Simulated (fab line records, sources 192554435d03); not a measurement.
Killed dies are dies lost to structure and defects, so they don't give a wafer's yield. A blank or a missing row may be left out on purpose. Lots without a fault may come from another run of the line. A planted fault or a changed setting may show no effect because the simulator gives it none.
Chamber matching | flow n5_finfet | N5_BEOL_M9_DESCUM_33 on rie_diel-02: 4 sister chambers
The step chemistry O2, time 7 s. 8 wafers are shown with their chamber, then 12 later ones without.

WAFERS WITH THEIR CHAMBER
wafer  | chamber | drypump_motor_current_A (A) | throttle_valve_pct (%)
L082.6 | 1       | 6.2                         | 20.26
L091.4 | 2       | 6.7                         | 20.73
L090.3 | 2       | 6.7                         | 20.73
L090.4 | 1       | 6.2                         | 20.29
L090.6 | 0       | 5.0                         | 20.10
L092.2 | 3       | 6.5                         | 20.52
L092.4 | 0       | 5.1                         | 20.10
L092.6 | 3       | 6.5                         | 20.52

WAFERS WITHOUT THEIR CHAMBER
wafer  | drypump_motor_current_A (A) | throttle_valve_pct (%)
L093.2 | 5.1                         | 20.11
L093.5 | 6.5                         | 20.53
L093.6 | 5.1                         | 20.12
L095.1 | 6.5                         | 20.55
L095.3 | 5.0                         | 20.10
L095.4 | 6.2                         | 20.30
L094.1 | 5.0                         | 20.11
L094.4 | 6.7                         | 20.74
L094.6 | 5.1                         | 20.11
L097.1 | 6.2                         | 20.31
L097.2 | 6.7                         | 20.73
L097.6 | 6.7                         | 20.74

WHICH CHAMBER EACH WENT THROUGH
wafer  | from the rows above | in truth
L093.2 | 0                   | 0
L093.5 | 3                   | 3
L093.6 | 0                   | 0
L095.1 | 3                   | 3
L095.3 | 0                   | 0
L095.4 | 1                   | 1
L094.1 | 0                   | 0
L094.4 | 2                   | 2
L094.6 | 0                   | 0
L097.1 | 1                   | 1
L097.2 | 2                   | 2
L097.6 | 2                   | 2
Placed correctly: 12 of 12. Can't be placed from these rows: 0. Placed wrongly: 0.
How it was worked out, from the rows above alone: a wafer's distance from a chamber is the root of the sum, over the readings, of the square of ((its reading less the chamber's mean) divided by the reading's scatter). The wafer belongs to the nearest chamber; if the next one is less than 2 further off, it can't be placed. A chamber's mean is the mean of its shown wafers. The scatter: the root of (the sum of the squares of (reading less its chamber's mean) over the shown wafers, divided by (wafers less chambers)).
